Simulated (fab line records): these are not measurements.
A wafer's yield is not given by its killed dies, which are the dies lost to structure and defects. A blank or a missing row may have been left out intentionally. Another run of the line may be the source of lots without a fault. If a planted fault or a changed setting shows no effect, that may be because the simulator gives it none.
Chamber matching || flow nand harc || NHARC_A_CHANNEL_FILL_D2_ETCHBACK_19 on rie si-06 has 4 sister chambers
The step etches the open film in HBr/Cl2, target depth 5 nm, time 1.7 s. 16 wafers are shown with their chamber, then 8 later ones without.

== WAFERS, EACH WITH ITS CHAMBER ==
{"wafer": "L075.2", "chamber": 3, "drypump motor current A (A)": 5.4, "oes product au (a.u.)": 0.986, "throttle valve pct (%)": 26.412}
{"wafer": "L075.5", "chamber": 1, "drypump motor current A (A)": 5.4, "oes product au (a.u.)": 1.008, "throttle valve pct (%)": 26.400}
{"wafer": "L075.6", "chamber": 2, "drypump motor current A (A)": 6.4, "oes product au (a.u.)": 0.993, "throttle valve pct (%)": 26.404}
{"wafer": "L076.1", "chamber": 2, "drypump motor current A (A)": 6.4, "oes product au (a.u.)": 1.005, "throttle valve pct (%)": 26.417}
{"wafer": "L076.3", "chamber": 3, "drypump motor current A (A)": 5.3, "oes product au (a.u.)": 0.992, "throttle valve pct (%)": 26.432}
{"wafer": "L076.5", "chamber": 3, "drypump motor current A (A)": 5.3, "oes product au (a.u.)": 1.003, "throttle valve pct (%)": 26.406}
{"wafer": "L080.1", "chamber": 2, "drypump motor current A (A)": 6.4, "oes product au (a.u.)": 0.991, "throttle valve pct (%)": 26.394}
{"wafer": "L080.2", "chamber": 3, "drypump motor current A (A)": 5.4, "oes product au (a.u.)": 0.997, "throttle valve pct (%)": 26.405}
{"wafer": "L080.6", "chamber": 3, "drypump motor current A (A)": 5.4, "oes product au (a.u.)": 0.983, "throttle valve pct (%)": 26.413}
{"wafer": "L079.1", "chamber": 1, "drypump motor current A (A)": 5.4, "oes product au (a.u.)": 1.010, "throttle valve pct (%)": 26.403}
{"wafer": "L079.5", "chamber": 3, "drypump motor current A (A)": 5.3, "oes product au (a.u.)": 0.990, "throttle valve pct (%)": 26.415}
{"wafer": "L079.6", "chamber": 0, "drypump motor current A (A)": 5.3, "oes product au (a.u.)": 1.011, "throttle valve pct (%)": 26.389}
{"wafer": "L085.1", "chamber": 1, "drypump motor current A (A)": 5.4, "oes product au (a.u.)": 0.971, "throttle valve pct (%)": 26.397}
{"wafer": "L085.2", "chamber": 2, "drypump motor current A (A)": 6.4, "oes product au (a.u.)": 1.016, "throttle valve pct (%)": 26.409}
{"wafer": "L085.3", "chamber": 0, "drypump motor current A (A)": 5.3, "oes product au (a.u.)": 1.005, "throttle valve pct (%)": 26.417}
{"wafer": "L088.1", "chamber": 1, "drypump motor current A (A)": 5.4, "oes product au (a.u.)": 0.998, "throttle valve pct (%)": 26.389}

SIGNATURES (means of the wafers above)
{"reading": "drypump motor current A", "chamber 0": 5.300, "chamber 1": 5.400, "chamber 2": 6.400, "chamber 3": 5.350, "scatter within a chamber": 0.0354}
{"reading": "oes product au", "chamber 0": 1.00800, "chamber 1": 0.99675, "chamber 2": 1.00125, "chamber 3": 0.99183, "scatter within a chamber": 0.0117}
{"reading": "throttle valve pct", "chamber 0": 26.40300, "chamber 1": 26.39725, "chamber 2": 26.40600, "chamber 3": 26.41383, "scatter within a chamber": 0.0102}
Rule: distance of a wafer from a chamber = root of the sum over the readings of ((wafer's reading minus chamber's mean) / reading's scatter) squared. The wafer belongs to the nearest chamber; if the next one is less than 2 further off, it can't be placed. The scatter is the square root of a quotient: the sum, over the shown wafers, of each reading's squared deviation from its chamber's mean, divided by wafers minus chambers.

== WAFERS WITHOUT THEIR CHAMBER ==
{"wafer": "L088.2", "drypump motor current A (A)": 5.3, "oes product au (a.u.)": 1.017, "throttle valve pct (%)": 26.385}
{"wafer": "L088.3", "drypump motor current A (A)": 5.3, "oes product au (a.u.)": 0.991, "throttle valve pct (%)": 26.396}
{"wafer": "L090.3", "drypump motor current A (A)": 6.4, "oes product au (a.u.)": 1.000, "throttle valve pct (%)": 26.399}
{"wafer": "L090.4", "drypump motor current A (A)": 5.4, "oes product au (a.u.)": 0.990, "throttle valve pct (%)": 26.391}
{"wafer": "L090.6", "drypump motor current A (A)": 5.3, "oes product au (a.u.)": 0.993, "throttle valve pct (%)": 26.410}
{"wafer": "L095.1", "drypump motor current A (A)": 5.3, "oes product au (a.u.)": 1.008, "throttle valve pct (%)": 26.404}
{"wafer": "L095.2", "drypump motor current A (A)": 6.4, "oes product au (a.u.)": 1.002, "throttle valve pct (%)": 26.415}
{"wafer": "L095.3", "drypump motor current A (A)": 5.3, "oes product au (a.u.)": 1.005, "throttle valve pct (%)": 26.404}

== CHAMBER TAKEN BY EACH ==
{"wafer": "L088.2", "from the rows above": "can't be placed: 0 or 1 or 3", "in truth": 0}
{"wafer": "L088.3", "from the rows above": "can't be placed: 0 or 3 or 1", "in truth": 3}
{"wafer": "L090.3", "from the rows above": 2, "in truth": 2}
{"wafer": "L090.4", "from the rows above": "can't be placed: 1 or 3", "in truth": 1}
{"wafer": "L090.6", "from the rows above": "can't be placed: 0 or 3 or 1", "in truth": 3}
{"wafer": "L095.1", "from the rows above": 0, "in truth": 0}
{"wafer": "L095.2", "from the rows above": 2, "in truth": 2}
{"wafer": "L095.3", "from the rows above": "can't be placed: 0 or 3", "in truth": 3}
3 of 8 placed correctly. Can't be placed from these rows: 5 (the true chamber is among the candidates in 5). Number placed wrongly: 0.
